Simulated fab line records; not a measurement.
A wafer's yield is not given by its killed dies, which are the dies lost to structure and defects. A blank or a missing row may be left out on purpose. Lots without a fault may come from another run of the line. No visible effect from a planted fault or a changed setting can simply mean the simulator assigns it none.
A lot that was struck, set against a sound lot -- flow nand harc -- 25 out of 1159 route steps
Sound: wafers L357.2, L357.3, L357.4. Wafers struck: L363.1, L363.2, L363.3. The cause is given at the end.
Each step with rows lists, per side, the tool, then ch with its chambers, then its first start. Under that, the readings that differ: sound wafers -- struck wafers -- difference of the means -- sigmas: that difference in standard deviations of wafers without a fault.
alike: words and numbers the same on both sides, and readings whose means are apart by under 2 such deviations; not compared: readings that were withheld, readings missing a value for some wafer, numbers with overlapping values and no deviation given by the record, and bounds like >300 which may hide the same value.
A row with sigmas, a row that says differs or no value, or rows on one side alone: a step with any of these is where the two part. Non-overlapping numbers with no deviation appear without sigmas and do not part them. A reading that every wafer of one side lacks parts them only if that side has two wafers or more.

first, 6 steps without rows for these wafers: NHARC_P_GATE_COAT_85; NHARC_P_GATE_SOFTBAKE_86 (time 95 s); NHARC_P_GATE_EBR_87; NHARC_P_GATE_EXPOSE_88 (exposes mask P HVN, target cd 2000 nm); NHARC_P_GATE_PEB_89 (peb time 85 s); NHARC_P_GATE_DEVELOP_90 (time 70 s).
NHARC_P_GATE_CD_MEAS_91 targets a cd of 2000 nm.
  sound on cd sem-03 ch 0, day 6 00:44; struck on cd sem-02 ch 0, day 7 19:46
  alike: cd nm
then, 3 steps without rows for these wafers: NHARC_P_GATE_HARDBAKE_92 (time 80 s); NHARC_P_GATE_DESCUM_93 (chemistry O2, time 3 s); NHARC_P_GATE_IMPLANT_94.
NHARC_P_GATE_STRIP_113: strips in N2/H2, time 740 s.
  sound on plasma asher-02 ch 0,1, day 6 01:23; struck on plasma asher-01 ch 0,1, day 7 20:19
  alike: drypump motor current A, heater power w
  not compared: rf hours counter h
NHARC_P_GATE_STRIP_95: strips in O2.
  sound on plasma asher-02 ch 0,1, day 6 01:59; struck on plasma asher-01 ch 0,1, day 7 21:02
  alike: drypump motor current A, heater power w
  not compared: rf hours counter h
NHARC_P_GATE_STRIP_96: strips in SPM, time 900 s.
  sound on wet bench-01 ch 1,3,7, day 6 02:11; struck on wet bench-02 ch 0,1,4, day 7 21:15
then, 6 steps without rows for these wafers: NHARC_P_GATE_RTA_64 (time 1 s); NHARC_P_GATE_ETCH_77 (etches SiO2 in dHF, target depth 6 nm); NHARC_P_GATE_DEGAS_109 (time 60 s); NHARC_P_GATE_PRE_CLEAN_110 (time 30 s); NHARC_P_GATE_SPUTTER_78 (material Ni, target thk 10 nm); NHARC_P_GATE_SPUTTER_79 (material TiN, target thk 10 nm).
NHARC_P_GATE_RTA_80: time 30 s.
  sound on rtp anneal-01 ch 0, day 6 03:10; struck on rtp anneal-01 ch 0, day 7 22:11
  alike: lamp power pct, lamp_zone_1_pct, wafer_temp_C_max
then, 1 step without rows for these wafers: NHARC_P_GATE_STRIP_67 (strips in SPM, time 600 s).
NHARC_P_GATE_RTA_82: time 30 s.
  sound on rtp anneal-01 ch 0, day 6 03:38; struck on rtp anneal-01 ch 0, day 7 22:40
  alike: lamp power pct, lamp_zone_1_pct, wafer_temp_C_max
NHARC_P_GATE_INSPECT_68:
  sound: defect inspect-01 at day 6 03:48; struck: defect inspect-01 at day 7 22:52
reading,sound,struck,difference,sigmas
raw defect count,175 164 167,746 648 653,+514,+5
NHARC_P_CONTACT_DEP_30: deposits SiNx, target thk 30 nm.
  sound on pecvd-02 ch 0,2, day 6 03:52; struck on pecvd-04 ch 0,1,2, day 7 22:56
  alike: heater power w
-- jump in the record: it breaks off in module P_CONTACT and resumes in module END (first step shown: number 1159 of the route), and 14 days separate the struck wafers' starts before and after --
NHARC_END_SORT_01:
  here the record holds rows for the struck wafers (prober-01 ch 0, day 21 20:55) but none for the sound ones

== WHERE THEY PART ==
First at NHARC_P_GATE_INSPECT_68; last, within this record, at NHARC_END_SORT_01.

WHY: what the simulator had put in
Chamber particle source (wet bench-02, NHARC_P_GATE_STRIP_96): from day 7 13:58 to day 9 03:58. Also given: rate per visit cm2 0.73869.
